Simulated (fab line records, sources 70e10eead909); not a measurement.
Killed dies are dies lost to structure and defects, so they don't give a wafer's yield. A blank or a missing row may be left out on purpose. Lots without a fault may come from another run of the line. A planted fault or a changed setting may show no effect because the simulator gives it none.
A struck lot beside a sound one | flow nand_harc | 15 steps out of a route of 1159
Sound: wafers L468.4, L468.5, L468.6. Struck: wafers L455.3, L455.5, L455.6. The cause comes at the end.
At each step with rows: each side's tool, then ch and its chambers, then its first start. Under that, the readings that differ: sound wafers | struck wafers | difference of the means | sigmas: that difference in standard deviations of wafers without a fault.
alike: readings whose means differ by less than 2 such deviations, and words and numbers that are the same on both sides. not compared: withheld readings, readings that some wafer has no value for, bounds like >300 that may hide the same value, and numbers for which the record gives no deviation and whose values overlap.
The two part at a step that has a row with sigmas, a row that says differs or no value, or rows on one side only. Numbers that don't overlap but have no deviation are shown without sigmas and don't part them. A reading that every wafer of one side lacks parts them only if that side has two wafers or more.

first, 8 steps without rows for these wafers: NHARC_A_BLC_COAT_02 (time 75 s); NHARC_A_BLC_COAT_03 (time 65 s); NHARC_A_BLC_COAT_04 (resist thk 90 nm); NHARC_A_BLC_SOFTBAKE_05 (time 55 s); NHARC_A_BLC_EBR_06; NHARC_A_BLC_EXPOSE_07 (exposes mask A BLC, target cd 100 nm); NHARC_A_BLC_PEB_08 (peb time 65 s); NHARC_A_BLC_DEVELOP_09 (develop time 35 s).
NHARC_A_BLC_CD_MEAS_10: target cd 100 nm.
  sound on cd_sem-03 ch 0, day 22 14:34; struck on cd_sem-03 ch 0, day 19 14:36
  alike: cd_nm
NHARC_A_BLC_OVL_MEAS_11:
  sound on overlay-02, day 22 14:39; struck on overlay-02, day 19 14:41
  reading           | sound       | struck         | difference | sigmas
  overlay_x_nm (nm) | 0.9 1.6 1.5 | -0.1 -1.3 -0.9 | -2.1       | -2
  overlay_y_nm (nm) | 0.0 0.8 0.9 | -1.5 -1.5 -1.7 | -2.1       | -2
NHARC_A_BLC_INSPECT_12:
  sound on defect_inspect-02, day 22 14:41; struck on defect_inspect-01, day 19 14:43
  alike: raw_defect_count
NHARC_A_BLC_DESCUM_15: chemistry O2, time 3 s.
  sound on rie_diel-09 ch 1,2,3, day 22 14:46; struck on rie_diel-09 ch 0,3, day 19 14:47
  alike: drypump_motor_current_A, oes_product_au, rf_vpp_V, showerhead_plenum_p_Torr, throttle_valve_pct
  not compared: rf_hours_counter_h
NHARC_A_BLC_ETCH_16: etches the open film in CF4, target depth 39 nm, time 65 s.
  sound on rie_diel-09 ch 2,3, day 22 14:50; struck on rie_diel-09 ch 0,1,3, day 19 14:53
  no value came back on the struck wafers for any of 7 readings (bias_w (W), cf4_flow_sccm (sccm) and others); on the sound wafers bias_w (W) reads 100.39 99.88 100.15
  not compared: rf_hours_counter_h
NHARC_A_BLC_ETCH_17: etches the open film in N2/H2, target depth 390 nm, time 609.38 s.
  sound on rie_diel-09 ch 0,2,3; struck on rie_diel-09 ch 0,2,3, day 19 15:05
  alike: bias_w, chamber_pressure_mTorr, drypump_motor_current_A, n2_flow_sccm, oes_product_au, rf_vpp_V, showerhead_plenum_p_Torr, throttle_valve_pct
  not compared: rf_hours_counter_h
-- the record jumps here: 2 days lie between the struck wafers' starts before and after (it left off in module A_BLC and takes up again in module END, whose first step shown is number 1159 of the route) --
NHARC_END_SORT_01:
  the record has rows for the struck wafers here (prober-01 ch 0, day 22 00:04) and none for the sound ones

WHERE THEY PART
First at NHARC_A_BLC_OVL_MEAS_11; last, within this record, at NHARC_END_SORT_01.

WHY: what the simulator had put in
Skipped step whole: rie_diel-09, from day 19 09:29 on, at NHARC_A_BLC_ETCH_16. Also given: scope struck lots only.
